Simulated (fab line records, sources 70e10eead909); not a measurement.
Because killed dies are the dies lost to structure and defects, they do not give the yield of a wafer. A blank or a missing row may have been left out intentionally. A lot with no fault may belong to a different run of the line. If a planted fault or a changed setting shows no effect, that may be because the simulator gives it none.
Which of the tools did it?	flow nand-harc	13 lots with 39 wafers sampled at 5 steps, on a route of 1302 steps

WHAT THE GAUGES SHOWED, per wafer
NHARC_END_SORT_01.
lot	measured	on	defect-limited-yield (%)	killed-at-array	killed-at-other	killed-at-periphery	killed-dies	killed-open	killed-short
L890	day 25 09:56	prober-02	90.8 91.3 93.6	60 58 42	1 0 0	1 1 1	62 59 43	6 2 2	3 6 1
L891	day 25 10:44	prober-01	92.0 91.1 92.2	52 57 52	0 1 1	2 2 0	54 60 53	3 1 3	1 3 1
L892	day 25 16:53	prober-02	93.2 92.3 91.9	43 49 51	2 0 0	1 3 4	46 52 55	2 4 5	2 1 5
L899	day 29 12:18	prober-01	93.1 90.7 91.0	43 59 61	0 0 0	4 4 0	47 63 61	3 5 2	3 4 4
L900	day 29 19:17	prober-01	88.8 89.7 91.3	71 62 55	1 0 0	4 8 4	76 70 59	3 4 2	1 5 2
L904	day 32 00:22	prober-01	91.6 90.7 92.0	50 57 46	0 0 0	7 6 8	57 63 54	3 4 4	2 4 4

EACH LOT AND THE TOOL THAT RAN IT (in order: tool; ch and the chambers of the sampled wafers; start)
lot	NHARC_A_M1_PRE_CLEAN_30	NHARC_A_M1_PVD_20	NHARC_A_BONDPAD_DEP_00	NHARC_A_BONDPAD_ETCH_24
L888	pvd-sputter-03, day 23 10:29 or earlier	pvd-sputter-03, day 23 10:29 or earlier	pecvd-02 ch 0,1, day 23 10:29	rie-diel-07 ch 2,3, day 23 12:18
L890	pvd-sputter-02, day 24 01:00 or earlier	pvd-sputter-02, day 24 01:00 or earlier	pecvd-04 ch 0,1,2, day 24 01:00	rie-diel-12 ch 1,2,3, day 24 02:54
L891	pvd-sputter-03, day 24 06:05 or earlier	pvd-sputter-03, day 24 06:05 or earlier	pecvd-02 ch 0,2, day 24 06:05 or earlier	rie-diel-12 ch 0,2,3, day 24 06:05
L892	pvd-sputter-03, day 24 05:32 or earlier	pvd-sputter-03, day 24 05:32 or earlier	pecvd-01 ch 0,2, day 24 05:32	rie-diel-12 ch 0,1,2, day 24 07:31
L894	pvd-sputter-02, day 26 01:26 or earlier	pvd-sputter-02, day 26 01:26 or earlier	pecvd-01 ch 0,1, day 26 01:26	rie-diel-07 ch 1,2, day 26 03:22
L899	pvd-sputter-01, day 28 00:25 or earlier	pvd-sputter-01, day 28 00:25 or earlier	pecvd-01 ch 0,1,2, day 28 00:25	rie-diel-12 ch 0,2,3, day 28 02:18
L900	pvd-sputter-01, day 28 03:04 or earlier	pvd-sputter-01, day 28 03:04 or earlier	pecvd-01 ch 0,1,2, day 28 03:04	rie-diel-12 ch 0,3, day 28 04:57
L898	pvd-sputter-02, day 28 04:59 or earlier	pvd-sputter-02, day 28 04:59 or earlier	pecvd-04 ch 0,1,2, day 28 04:59	rie-diel-12 ch 0,1,3, day 28 06:50
L904	pvd-sputter-01, day 30 14:37 or earlier	pvd-sputter-01, day 30 14:37 or earlier	pecvd-01 ch 0,2, day 30 14:37	rie-diel-07 ch 0,2,3, day 30 16:47
L907	pvd-sputter-03, day 30 18:46 or earlier	pvd-sputter-03, day 30 18:46 or earlier	pecvd-02 ch 0,1,2, day 30 18:46	rie-diel-07 ch 0,2,3, day 30 20:47
L908	pvd-sputter-01, day 31 14:14 or earlier	pvd-sputter-01, day 31 14:14 or earlier	pecvd-04 ch 1,2, day 31 14:14	rie-diel-07 ch 1,2, day 31 16:21
L910	pvd-sputter-01, day 32 10:34 or earlier	pvd-sputter-01, day 32 10:34 or earlier	pecvd-01 ch 1,2, day 32 10:34	rie-diel-12 ch 0,1,2, day 32 12:33
L911	pvd-sputter-02, day 32 18:48 or earlier	pvd-sputter-02, day 32 18:48 or earlier	pecvd-01 ch 0,1,2, day 32 18:48	rie-diel-06 ch 0,1,3, day 32 20:37
- NHARC_A_M1_PRE_CLEAN_30: time 30 s.
- NHARC_A_M1_PVD_20: deposits TaN, target thk 5 nm, time 8.06 s.
- NHARC_A_BONDPAD_DEP_00: deposits SiCN, target thk 250 nm.
- NHARC_A_BONDPAD_ETCH_24: etches the open film in CF4/N2, target depth 30 nm, time 72.99 s.

WHAT THE TOOLS THEMSELVES READ (means of the sampled wafers that have a number; where no wafer has one, the mark that the record gives instead)
NHARC_A_M1_PRE_CLEAN_30.
lot	tool	heater-power-w (W)
L888	pvd-sputter-03	396
L890	pvd-sputter-02	389
L891	pvd-sputter-03	424
L892	pvd-sputter-03	401
L894	pvd-sputter-02	385
L899	pvd-sputter-01	455
L900	pvd-sputter-01	419
L898	pvd-sputter-02	383
L904	pvd-sputter-01	447
L907	pvd-sputter-03	412
L908	pvd-sputter-01	423
L910	pvd-sputter-01	445
L911	pvd-sputter-02	398

NHARC_A_M1_PVD_20.
lot	tool	chamber-pressure-pa (Pa)	throttle-valve-pct (%)
L888	pvd-sputter-03	0.11985	29.2
L890	pvd-sputter-02	0.12015	29.4
L891	pvd-sputter-03	0.12004	29.3
L892	pvd-sputter-03	0.11987	29.5
L894	pvd-sputter-02	0.12004	29.2
L899	pvd-sputter-01	0.11993	30.8
L900	pvd-sputter-01	0.11992	31.7
L898	pvd-sputter-02	0.12007	28.3
L904	pvd-sputter-01	0.12025	30.8
L907	pvd-sputter-03	0.12009	29.3
L908	pvd-sputter-01	0.12013	31.1
L910	pvd-sputter-01	0.12022	30.0
L911	pvd-sputter-02	0.12012	29.3

NHARC_A_BONDPAD_DEP_00.
lot	tool	heater-power-w (W)
L888	pecvd-02	559
L890	pecvd-04	485
L891	pecvd-02	542
L892	pecvd-01	604
L894	pecvd-01	534
L899	pecvd-01	563
L900	pecvd-01	565
L898	pecvd-04	484
L904	pecvd-01	599
L907	pecvd-02	576
L908	pecvd-04	568
L910	pecvd-01	513
L911	pecvd-01	595

NHARC_A_BONDPAD_ETCH_24.
lot	tool	drypump-motor-current-A (A)	oes-product-au (a.u.)	rf-vpp-V (V)	run-length-s (s)	showerhead-plenum-p-Torr (Torr)	throttle-valve-pct (%)
L888	rie-diel-07	6.0	0.997	313.9	94.2	2.61	19.791
L890	rie-diel-12	5.8	0.994	313.6	94.3	2.58	19.787
L891	rie-diel-12	5.7	1.002	312.7	94.5	2.57	19.789
L892	rie-diel-12	5.5	1.004	313.8	94.6	2.59	19.794
L894	rie-diel-07	5.7	0.993	315.1	94.0	2.63	19.797
L899	rie-diel-12	5.7	0.998	313.7	94.7	2.57	19.798
L900	rie-diel-12	6.2	1.001	313.6	84.0	2.57	19.789
L898	rie-diel-12	5.9	0.997	313.4	84.2	2.59	19.799
L904	rie-diel-07	6.0	0.991	313.8	94.3	2.63	19.791
L907	rie-diel-07	6.1	0.994	315.5	94.4	2.63	19.794
L908	rie-diel-07	5.7	0.997	313.5	94.1	2.63	19.795
L910	rie-diel-12	5.5	1.004	313.4	94.7	2.58	19.790
L911	rie-diel-06	5.8	1.000	313.3	94.3	2.56	19.792

THE ANSWER, worked out from the rows above alone
Rule: the lots themselves supply what counts as usual. The widest of any qualifying gaps counts: lots, ordered by their means at a reading, are off when they make up no more than a third of the lots, leave a main group of 4 or more, and stand apart from it by 3 or more times the standard deviation of that group's means. A main group is skipped when, at the precision printed for the reading in the tables above, its means are all equal. A lot without any number at a reading at which 4 lots or more have one is off too. The other lots that the step has rows for count as sound. After the gauges, taken in route order, come the tools' own readings; for these a lot's mean is taken, as printed above. At the first step where some lot is off, the reading lying furthest off is the one used; lots without a number count as furthest.
Off: L900, at NHARC_END_SORT_01 (killed-dies). The main group has a mean of 55 with a standard deviation of 2.4. Neither off nor sound, because the step has no rows for them: L888, L894, L898, L907, L908, L910, L911.
If a tool, at a process step before that reading, ran all the lots that are off and no sound lot after the first of them, it fits. Not tried: the gauges at NHARC_END_SORT_01; whatever is off there is also off at NHARC_A_BONDPAD_ETCH_24, on other tools, and gauge error can't account for it. Because NHARC_A_M1_PRE_CLEAN_30 lacks a start for some lots, the hours and order of its lots are taken from NHARC_A_BONDPAD_ETCH_24. Because NHARC_A_M1_PVD_20 lacks a start for some lots, the hours and order of its lots are taken from NHARC_A_BONDPAD_ETCH_24. Because NHARC_A_BONDPAD_DEP_00 lacks a start for some lots, the hours and order of its lots are taken from NHARC_A_BONDPAD_ETCH_24. One fits: NHARC_A_BONDPAD_ETCH_24 on rie-diel-12. Its last sound lot is L899 (day 28 02:18), its first lot that is off L900 (day 28 04:57): a fault that began between those two fits.
On the lots that are off, the tool's own readings at NHARC_A_BONDPAD_ETCH_24 differ by more than 5 times the standard deviation of the sound lots' means, which bears it out; run-length-s reads 84.0 s there versus 94.5 s on the sound lots.

WHAT THE SIMULATOR PUT IN
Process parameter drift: rie-diel-12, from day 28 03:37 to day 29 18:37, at NHARC_A_BONDPAD_ETCH_24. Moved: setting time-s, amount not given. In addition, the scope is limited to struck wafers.
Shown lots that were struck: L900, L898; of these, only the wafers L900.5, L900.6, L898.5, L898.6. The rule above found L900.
